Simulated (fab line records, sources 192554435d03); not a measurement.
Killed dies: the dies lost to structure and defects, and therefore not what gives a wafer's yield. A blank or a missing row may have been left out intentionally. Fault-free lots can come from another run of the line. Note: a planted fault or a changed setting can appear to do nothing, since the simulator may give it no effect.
Matching of chambers + flow n5Finfet + rieDiel-04 running N5_HKMG_FIN_STRIP_34: 4 sister chambers
The step strips in CF4. 14 wafers are shown with their chamber, then 7 later ones without.

== WAFERS PAIRED WITH THEIR CHAMBERS ==
| wafer  | chamber | drypumpMotorCurrentA (A) | throttleValvePct (%) | oesProductAu (a.u.) |
|--------|---------|--------------------------|----------------------|---------------------|
| L076.1 | 3       | 6.0                      | 13.93                | 0.70                |
| L076.2 | 0       | 5.3                      | 13.30                | 0.94                |
| L076.3 | 1       | 5.0                      | 13.70                | 0.68                |
| L076.4 | 2       | 6.1                      | 13.30                | 0.82                |
| L076.5 | 3       | 6.1                      | 13.93                | 0.70                |
| L076.6 | 0       | 5.3                      | 13.31                | 0.94                |
| L083.1 | 1       | 5.0                      | 13.15                | 0.93                |
| L083.4 | 0       | 5.3                      | 13.32                | 0.92                |
| L083.6 | 3       | 6.0                      | 13.94                | 0.69                |
| L084.2 | 1       | 5.0                      | 13.15                | 0.92                |
| L084.3 | 0       | 5.3                      | 13.33                | 0.91                |
| L084.5 | 0       | 5.3                      | 13.32                | 0.91                |
| L088.1 | 3       | 6.0                      | 13.97                | 0.69                |
| L088.4 | 1       | 5.0                      | 13.17                | 0.89                |

SIGNATURES (averages over the wafers above)
| reading              | chamber 0 | chamber 1 | chamber 2 | chamber 3 | scatter within a chamber |
|----------------------|-----------|-----------|-----------|-----------|--------------------------|
| drypumpMotorCurrentA | 5.300     | 5.000     | 6.100     | 6.025     | 0.0274                   |
| throttleValvePct     | 13.3160   | 13.2925   | 13.3000   | 13.9425   | 0.149                    |
| oesProductAu         | 0.9240    | 0.8550    | 0.8200    | 0.6950    | 0.0654                   |
Rule: a wafer lies at a distance from a chamber equal to the root of the sum of squares, over the readings, of (its reading less the chamber's mean, divided by the reading's scatter). The wafer belongs to the nearest chamber; if the next one is less than 2 further off, it can't be placed. The scatter: take each reading less its chamber's mean, square it, sum over the shown wafers, divide by the number of wafers less the number of chambers, and take the root.

== WAFERS MISSING THEIR CHAMBER ==
| wafer  | drypumpMotorCurrentA (A) | throttleValvePct (%) | oesProductAu (a.u.) |
|--------|--------------------------|----------------------|---------------------|
| L088.6 | 5.3                      | 13.35                | 0.88                |
| L092.2 | 5.4                      | 13.36                | 0.88                |
| L092.4 | 6.1                      | 13.36                | 0.79                |
| L092.5 | 5.0                      | 13.17                | 0.88                |
| L095.1 | 5.3                      | 13.40                | 0.87                |
| L095.3 | 5.1                      | 13.21                | 0.87                |
| L095.6 | 6.0                      | 13.43                | 0.98                |

== THE CHAMBER EACH PASSED THROUGH ==
| wafer  | from the rows above     | in truth |
|--------|-------------------------|----------|
| L088.6 | 0                       | 0        |
| L092.2 | 0                       | 0        |
| L092.4 | 2                       | 2        |
| L092.5 | 1                       | 1        |
| L095.1 | 0                       | 0        |
| L095.3 | 1                       | 1        |
| L095.6 | can't be placed: 2 or 3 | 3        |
6 of 7 placed correctly. Not placeable from these rows: 1 (in 1, the candidates include the true chamber). 0 placed wrongly.
